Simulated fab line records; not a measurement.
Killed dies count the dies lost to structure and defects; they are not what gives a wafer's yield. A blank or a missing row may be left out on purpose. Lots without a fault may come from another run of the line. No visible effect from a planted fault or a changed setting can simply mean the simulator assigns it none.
8D (eight disciplines) problem report, filled in by code ; flow nand_harc ; the parts of the form that need people (team, actions taken, sign-off) are left out

1. PROBLEM STATEMENT
run_length_s at NHARC_A_M1_STRIP_19 reads a mean of 636.4 s on 6 wafers of 2 lots; wafers without a fault read 603.1 s with a standard deviation of 1.1. Relative to the usual mean, that is a shift of +30 standard deviations.
The step: strips in post etch residue remover, time 600 s.
Earliest sighting: wafer L166.5 on wet_bench-10 at day 30 15:29. The record has a number at this step for 39 wafers belonging to 13 lots. Rule for "out" (also "out of limits"): further than 4 standard deviations from the usual mean. The other wafers with a number count as sound.

2. WHAT THIS IS AND IS NOT
question;is;is not
which readings at this step;run_length_s;-
which lots;L166, L168;L148, L149, L150, L151, L152, L153, L155, L156, L159, L170, L171
which wafers of those lots;all that have a number;-
read on which tools;wet_bench-10;wet_bench-08
when;from day 30 15:29;"up to then (27 sound wafers); but 6 sound wafers of L170, L171 came after"

3. WHAT RULES OUT EACH SUSPECT
Counting: a tool at any process step up to the reading remains a suspect when it ran all the lots that are out and ran no sound lot after the first of those.
- wet_bench-10 at NHARC_A_M1_STRIP_19 (strips in post etch residue remover, time 600 s): kept. Every lot that is out went through it, starting with L166 (day 30 15:29), and after that it ran no sound lot; the last sound lot it ran before then is L159 (day 27 10:42). Its own run_length_s readings are out on those wafers.
The count leaves wet_bench-10 at NHARC_A_M1_STRIP_19.

4. THE CAUSE (what the simulator had put in)
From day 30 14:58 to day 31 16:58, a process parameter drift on wet_bench-10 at NHARC_A_M1_STRIP_19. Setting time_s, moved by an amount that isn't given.
The count eliminated every tool but this one.

5. SEQUENCE OF EFFECTS, ordered by route
Each row: a reading whose mean over the struck wafers that have a number lies more than 3 standard deviations from the usual. Scope: only readings with a usual standard deviation given in the record; hours: median across lots of the time from each lot's start at the first step in this table that gives one to its start at this step; sigmas: change in usual standard deviations.
hours;step;reading;usual;on struck wafers;change;sigmas
0;NHARC_A_M1_STRIP_19;run_length_s;603.1 s;636.4;+33.3;+30
It contains these process steps:
- NHARC_A_M1_STRIP_19: strips in post etch residue remover, time 600 s.

6. WHAT WOULD HAVE CAUGHT IT SOONER
In this record the first reading out of limits was taken at day 30 15:29, 1 hour after the fault began at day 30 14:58.
